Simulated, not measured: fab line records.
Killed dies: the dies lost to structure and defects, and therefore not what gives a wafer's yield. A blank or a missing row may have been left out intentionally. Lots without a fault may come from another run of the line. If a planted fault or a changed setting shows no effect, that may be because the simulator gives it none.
Chamber matching -- flow nand-harc -- rie-diel-13 running NHARC_A_STAIRCASE_TRIM_220: 4 sister chambers
The step chemistry O2, time 211.2 s. 8 wafers are shown with their chamber, then 12 later ones without.

WAFERS WITH THEIR CHAMBER
wafer,chamber,drypump-motor-current-A (A),showerhead-plenum-p-Torr (Torr)
L079.6,3,5.46,3.40
L084.3,1,5.65,3.32
L084.5,1,5.64,3.32
L086.5,2,6.19,3.27
L086.6,3,5.44,3.39
L088.1,2,6.21,3.27
L088.3,0,5.74,3.47
L088.6,0,5.73,3.47

WAFERS WHOSE CHAMBER IS MISSING
wafer,drypump-motor-current-A (A),showerhead-plenum-p-Torr (Torr)
L089.3,5.75,3.47
L089.5,5.74,3.47
L089.6,6.21,3.27
L093.1,5.42,3.38
L093.4,6.21,3.80
L093.6,5.45,3.38
L092.3,5.46,3.38
L092.4,5.66,3.31
L092.6,5.44,3.38
L094.1,6.19,3.80
L094.3,5.65,3.31
L094.4,5.74,3.45

CHAMBER TAKEN BY EACH
wafer,from the rows above,in truth
L089.3,0,0
L089.5,0,0
L089.6,2,2
L093.1,3,3
L093.4,0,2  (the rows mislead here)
L093.6,3,3
L092.3,3,3
L092.4,1,1
L092.6,3,3
L094.1,0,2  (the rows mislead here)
L094.3,1,1
L094.4,0,0
10 of 12 placed correctly. Can't be placed from these rows: 0. Number placed wrongly: 2.
How it was worked out, from the rows above alone: a wafer's distance from a chamber is the root of the sum, over the readings, of the square of ((its reading less the chamber's mean) divided by the reading's scatter). The wafer belongs to the nearest chamber; if the next one is less than 2 further off, it can't be placed. For every chamber, the mean is computed from those of its wafers that are shown. The scatter is the square root of a quotient: the sum, over the shown wafers, of each reading's squared deviation from its chamber's mean, divided by wafers minus chambers.
